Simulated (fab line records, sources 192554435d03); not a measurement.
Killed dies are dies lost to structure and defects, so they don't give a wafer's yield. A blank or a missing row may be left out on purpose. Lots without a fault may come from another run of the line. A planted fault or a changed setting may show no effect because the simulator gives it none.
Which tool did it? | flow n5_finfet | 8 lots, 22 wafers sampled, at 6 steps of a route of 1938

WHAT THE GAUGES READ, wafer by wafer
N5_BEOL_M4_RC_MEAS_101. Usual: DIBL_N 36.3 mV/V, standard deviation 1; DIBL_P 36.2 mV/V, standard deviation 1.4; IOFF_N 0.157 nA/um, standard deviation 0.021; IOFF_P 0.206 nA/um, standard deviation 0.025; ION_N 673 uA/um, standard deviation 9; ION_P 461 uA/um, standard deviation 6.4; SS_N 71.5 mV/dec, standard deviation 0.5; SS_P 73.2 mV/dec, standard deviation 0.47; VT_N 249.9 mV, standard deviation 2.4; VT_P -250.6 mV, standard deviation 2.9.
lot  | measured     | on        | DIBL_N (mV/V)  | DIBL_P (mV/V)  | IOFF_N (nA/um)    | IOFF_P (nA/um)    | ION_N (uA/um) | ION_P (uA/um) | SS_N (mV/dec)  | SS_P (mV/dec)  | VT_N (mV)         | VT_P (mV)            | flag
L572 | day 8 00:16  | prober-01 | 35.0 35.3 35.6 | 35.5 34.7 35.7 | 0.131 0.128 0.131 | 0.174 0.170 0.179 | 674 664 665   | 456 452 456   | 71.2 71.7 70.8 | 72.7 73.0 72.5 | 252.7 252.4 254.0 | -254.4 -255.1 -254.1 |
L575 | day 8 05:05  | prober-02 | 36.7 34.9 36.6 | 35.9 34.3 36.5 | 0.175 0.153 0.190 | 0.204 0.182 0.208 | 683 679 689   | 460 466 462   | 71.6 71.4 71.7 | 73.8 73.2 74.1 | 249.0 250.8 248.7 | -251.3 -252.4 -253.0 |
L576 | day 9 12:00  | prober-01 | 36.6           | 37.1           | 0.158             | 0.216             | 679           | 464           | 71.9           | 72.9           | 248.5             | -251.5               |
L578 | day 9 10:19  | prober-01 | 38.3           | 37.6           | 0.181             | 0.226             | 686           | 469           | 71.5           | 73.5           | 250.7             | -250.6               |
L589 | day 12 04:47 | prober-02 | 35.6 36.8 36.5 | 35.9 37.1 37.8 | 0.151 0.173 0.172 | 0.179 0.206 0.214 | 665 666 678   | 455 455 463   | 70.6 71.6 71.6 | 73.3 72.8 73.4 | 248.0 250.0 248.5 | -254.9 -251.5 -252.5 |
L591 | day 12 17:07 | prober-02 | 37.5 35.4 35.9 | 35.7 34.3 34.6 | 0.148 0.120 0.132 | 0.179 0.157 0.162 | 665 667 660   | 448 455 455   | 71.8 70.2 72.1 | 73.4 72.9 72.3 | 251.7 252.6 252.5 | -255.2 -255.0 -255.7 |
L593 | day 13 01:10 | prober-01 | 35.8 36.5 35.6 | 34.6 34.8 34.3 | 0.141 0.147 0.142 | 0.206 0.210 0.208 | 679 665 681   | 470 463 472   | 71.0 71.5 71.0 | 73.2 72.5 72.6 | 250.3 248.9 250.8 | -247.9 -246.2 -247.9 |
L594 | day 13 13:49 | prober-02 | 37.8 35.6 33.4 | 38.4 35.6 32.3 | 0.180 0.145 0.106 | 0.230 0.187 0.148 | 674 664 663   | 462 457 455   | 71.7 72.1 70.7 | 74.2 72.9 72.3 | 248.4 251.5 255.4 | -251.4 -251.2 -255.0 |

WHICH TOOL RAN EACH LOT (tool, then ch and the chambers of the sampled wafers, then the start)
lot  | N5_MOL_CONTACT_COAG_ALD_123       | N5_MOL_CONTACT_COAG_DESCUM_88      | N5_MOL_CONTACT_COAG_ETCH_90        | N5_MOL_CONTACT_COAG_VIA_ETCH_46    | N5_MOL_CONTACT_COAG_ETCH_47
L572 | ald_sin-04 ch 0,1, day 5 00:47    | rie_diel-04 ch 2,3, day 5 01:53    | rie_diel-04 ch 2,3, day 5 01:56    | rie_diel-04 ch 1,2, day 5 02:34    | rie_diel-04 ch 1,2, day 5 02:40
L575 | ald_sin-04 ch 0,1,2, day 5 18:17  | rie_diel-04 ch 0,2, day 5 19:15    | rie_diel-04 ch 0,2, day 5 19:18    | rie_diel-04 ch 0,3, day 5 19:43    | rie_diel-04 ch 0,3, day 5 19:49
L576 | ald_sin-03 ch 2,3, day 6 06:48    | rie_diel-02 ch 0,1, day 6 07:47    | rie_diel-02 ch 0,1, day 6 07:51    | rie_diel-04 ch 2,3, day 6 08:16    | rie_diel-04 ch 2,3, day 6 08:22
L578 | ald_sin-02 ch 2,3, day 6 12:25    | rie_diel-02 ch 1,3, day 6 13:23    | rie_diel-02 ch 1,3, day 6 13:26    | rie_diel-04 ch 1,2, day 6 13:52    | rie_diel-04 ch 1,2, day 6 13:58
L589 | ald_sin-02 ch 1,2,3, day 9 07:24  | rie_diel-02 ch 2,3, day 9 10:35    | rie_diel-02 ch 2,3, day 9 10:38    | rie_diel-06 ch 1,2,3, day 9 11:08  | rie_diel-06 ch 1,2,3, day 9 11:15
L591 | ald_sin-04 ch 1,2, day 9 21:54    | rie_diel-04 ch 2,3, day 9 23:26    | rie_diel-04 ch 2,3, day 9 23:29    | rie_diel-02 ch 1,3, day 9 23:55    | rie_diel-02 ch 1,3, day 10 00:01
L593 | ald_sin-02 ch 0,2,3, day 10 11:45 | rie_diel-06 ch 0,1,3, day 10 12:56 | rie_diel-06 ch 0,1,3, day 10 12:59 | rie_diel-02 ch 0,2,3, day 10 13:24 | rie_diel-02 ch 0,2,3, day 10 13:31
L594 | ald_sin-02 ch 0,1, day 10 17:02   | rie_diel-04 ch 1,2, day 10 18:05   | rie_diel-04 ch 1,2, day 10 18:08   | rie_diel-06 ch 1,2, day 10 18:36   | rie_diel-06 ch 1,2, day 10 18:43
- N5_MOL_CONTACT_COAG_ALD_123: deposits SiNx, target thk 5 nm, pulse time 1 s, purge time 2 s.
- N5_MOL_CONTACT_COAG_DESCUM_88: chemistry O2, time 7 s.
- N5_MOL_CONTACT_COAG_ETCH_90: etches SiARC in CF4, target depth 13 nm, time 21.7 s.
- N5_MOL_CONTACT_COAG_VIA_ETCH_46: etches SiO2 in C4F6/O2, target depth 46 nm, overetch 9.2 nm, time 40 s.
- N5_MOL_CONTACT_COAG_ETCH_47: etches SiNx in CH3F/O2, stops on W, target depth 27 nm.

WHAT THE TOOLS THEMSELVES READ (means of the sampled wafers that have a number; where no wafer has one, the mark that the record gives instead)
N5_MOL_CONTACT_COAG_ALD_123. Usual: heater_power_w 805 W, standard deviation 82; precursor_pulse_height_rel 0.999, standard deviation 0.019.
lot  | tool       | heater_power_w (W) | precursor_pulse_height_rel | flag
L572 | ald_sin-04 | 843                | 1.000                      |
L575 | ald_sin-04 | 825                | 1.006                      |
L576 | ald_sin-03 | 676                | 1.002                      |
L578 | ald_sin-02 | 870                | 0.990                      |
L589 | ald_sin-02 | 796                | 1.017                      |
L591 | ald_sin-04 | 794                | 0.995                      |
L593 | ald_sin-02 | 811                | 1.000                      |
L594 | ald_sin-02 | 775                | 0.986                      |

N5_MOL_CONTACT_COAG_DESCUM_88. Usual: drypump_motor_current_A 5.8 A, standard deviation 0.51; oes_product_au 0.80 a.u., standard deviation 0.086; rf_vpp_V 243.1 V, standard deviation 1.4; showerhead_plenum_p_Torr 2.10 Torr, standard deviation 0.069; throttle_valve_pct 20.46 %, standard deviation 0.26.
lot  | tool        | drypump_motor_current_A (A) | oes_product_au (a.u.) | rf_vpp_V (V) | showerhead_plenum_p_Torr (Torr) | throttle_valve_pct (%) | flag
L572 | rie_diel-04 | 5.9                         | 0.89                  | 243.4        | 2.11                            | 20.39                  |
L575 | rie_diel-04 | 6.0                         | 0.81                  | 243.2        | 2.06                            | 20.51                  |
L576 | rie_diel-02 | 5.3                         | 0.81                  | 242.9        | 2.12                            | 20.29                  |
L578 | rie_diel-02 | 5.3                         | 0.70                  | 242.3        | 2.12                            | 20.73                  |
L589 | rie_diel-02 | 5.6                         | 0.71                  | 243.3        | 2.07                            | 20.78                  |
L591 | rie_diel-04 | 6.0                         | 0.82                  | 243.6        | 2.15                            | 20.41                  |
L593 | rie_diel-06 | 5.8                         | 0.76                  | 243.3        | 2.09                            | 20.49                  |
L594 | rie_diel-04 | 5.9                         | 0.88                  | 242.6        | 2.04                            | 20.40                  |

N5_MOL_CONTACT_COAG_ETCH_90. Usual: drypump_motor_current_A 5.8 A, standard deviation 0.52; etch_rf_on_time_s 21.7 s, standard deviation 0.4; oes_product_au 0.68 a.u., standard deviation 0.075; rf_vpp_V 184.1 V, standard deviation 1.1; showerhead_plenum_p_Torr 2.14 Torr, standard deviation 0.067; throttle_valve_pct 15.61 %, standard deviation 0.27.
lot  | tool        | drypump_motor_current_A (A) | etch_rf_on_time_s (s) | oes_product_au (a.u.) | rf_vpp_V (V) | showerhead_plenum_p_Torr (Torr) | throttle_valve_pct (%) | flag
L572 | rie_diel-04 | 5.9                         | 21.5                  | 0.76                  | 184.1        | 2.15                            | 15.46                  |
L575 | rie_diel-04 | 6.0                         | 21.5                  | 0.70                  | 183.5        | 2.10                            | 15.62                  |
L576 | rie_diel-02 | 5.3                         | 21.4                  | 0.71                  | 184.1        | 2.16                            | 15.43                  |
L578 | rie_diel-02 | 5.3                         | 22.4                  | 0.59                  | 183.6        | 2.17                            | 15.96                  |
L589 | rie_diel-02 | 5.6                         | 22.2                  | 0.61                  | 183.8        | 2.13                            | 15.97                  |
L591 | rie_diel-04 | 5.9                         | 21.6                  | 0.70                  | 185.5        | 2.20                            | 15.53                  |
L593 | rie_diel-06 | 5.8                         | 21.8                  | 0.65                  | 184.1        | 2.15                            | 15.67                  |
L594 | rie_diel-04 | 5.9                         | 21.1                  | 0.76                  | 183.0        | 2.09                            | 15.51                  |

N5_MOL_CONTACT_COAG_VIA_ETCH_46. Usual: drypump_motor_current_A 5.8 A, standard deviation 0.55; oes_f_703_au 0.78 a.u., standard deviation 0.076; oes_product_au 0.70 a.u., standard deviation 0.065; rf_vpp_V 1596 V, standard deviation 13; showerhead_plenum_p_Torr 2.84 Torr, standard deviation 0.089; throttle_valve_pct 40.9 %, standard deviation 0.37.
lot  | tool        | drypump_motor_current_A (A) | oes_f_703_au (a.u.) | oes_product_au (a.u.) | rf_vpp_V (V) | showerhead_plenum_p_Torr (Torr) | throttle_valve_pct (%) | flag
L572 | rie_diel-04 | 5.9                         | 0.75                | 0.67                  | 1590         | 2.79                            | 40.9                   |
L575 | rie_diel-04 | 6.2                         | 0.81                | 0.73                  | 1603         | 2.95                            | 40.9                   |
L576 | rie_diel-04 | 5.9                         | 0.85                | 0.76                  | 1610         | 2.88                            | 40.9                   |
L578 | rie_diel-04 | 6.0                         | 0.76                | 0.66                  | 1595         | 2.78                            | 40.9                   |
L589 | rie_diel-06 | 5.6                         | 0.75                | 0.67                  | 1604         | 2.84                            | 41.0                   |
L591 | rie_diel-02 | 5.4                         | 0.68                | 0.62                  | 1587         | 2.88                            | 41.1                   |
L593 | rie_diel-02 | 5.6                         | 0.77                | 0.70                  | 1581         | 2.81                            | 40.9                   |
L594 | rie_diel-06 | 5.8                         | 0.71                | 0.64                  | 1601         | 2.79                            | 40.8                   |

N5_MOL_CONTACT_COAG_ETCH_47. Usual: drypump_motor_current_A 5.8 A, standard deviation 0.55; etch_rf_on_time_s 31.1 s, standard deviation 0.49; oes_f_703_au 0.77 a.u., standard deviation 0.074; oes_product_au 0.70 a.u., standard deviation 0.07; rf_vpp_V 299.2 V, standard deviation 2.7; showerhead_plenum_p_Torr 2.00 Torr, standard deviation 0.065; throttle_valve_pct 16.37 %, standard deviation 0.27.
lot  | tool        | drypump_motor_current_A (A) | etch_rf_on_time_s (s) | oes_f_703_au (a.u.) | oes_product_au (a.u.) | rf_vpp_V (V) | showerhead_plenum_p_Torr (Torr) | throttle_valve_pct (%) | flag
L572 | rie_diel-04 | 5.9                         | 31.2                  | 0.75                | 0.67                  | 298.0        | 1.96                            | 16.49                  |
L575 | rie_diel-04 | 6.2                         | 30.6                  | 0.81                | 0.74                  | 300.9        | 2.07                            | 16.28                  |
L576 | rie_diel-04 | 5.9                         | 30.6                  | 0.85                | 0.57                  | 301.9        | 2.04                            | 16.20                  |
L578 | rie_diel-04 | 5.9                         | 31.4                  | 0.76                | 0.52                  | 299.6        | 1.96                            | 16.43                  |
L589 | rie_diel-06 | 5.5                         | 31.2                  | 0.74                | 0.67                  | 300.6        | 2.00                            | 16.44                  |
L591 | rie_diel-02 | 5.4                         | 31.5                  | 0.68                | 0.61                  | 297.6        | 2.03                            | 16.69                  |
L593 | rie_diel-02 | 5.6                         | 31.5                  | 0.77                | 0.69                  | 296.0        | 1.98                            | 16.42                  |
L594 | rie_diel-06 | 5.8                         | 31.4                  | 0.71                | 0.64                  | 300.1        | 1.97                            | 16.42                  |

THE ANSWER, worked out from the rows above alone
Rule: a lot is off if the mean of its wafers that have a number lies more than 3 standard deviations from the usual mean. A lot without any number at a reading at which 4 lots or more have one is off too. The other lots that the step has rows for count as sound. The gauges are gone through in route order, then the tools' own readings, and for those a lot's mean is taken as printed above. The first step at which some lot is off is used, and at that step the reading that is off furthest; a lot without a number counts as furthest.
No lot is off at any reading shown: from this, nothing can be told.

WHAT THE SIMULATOR HAD PUT IN
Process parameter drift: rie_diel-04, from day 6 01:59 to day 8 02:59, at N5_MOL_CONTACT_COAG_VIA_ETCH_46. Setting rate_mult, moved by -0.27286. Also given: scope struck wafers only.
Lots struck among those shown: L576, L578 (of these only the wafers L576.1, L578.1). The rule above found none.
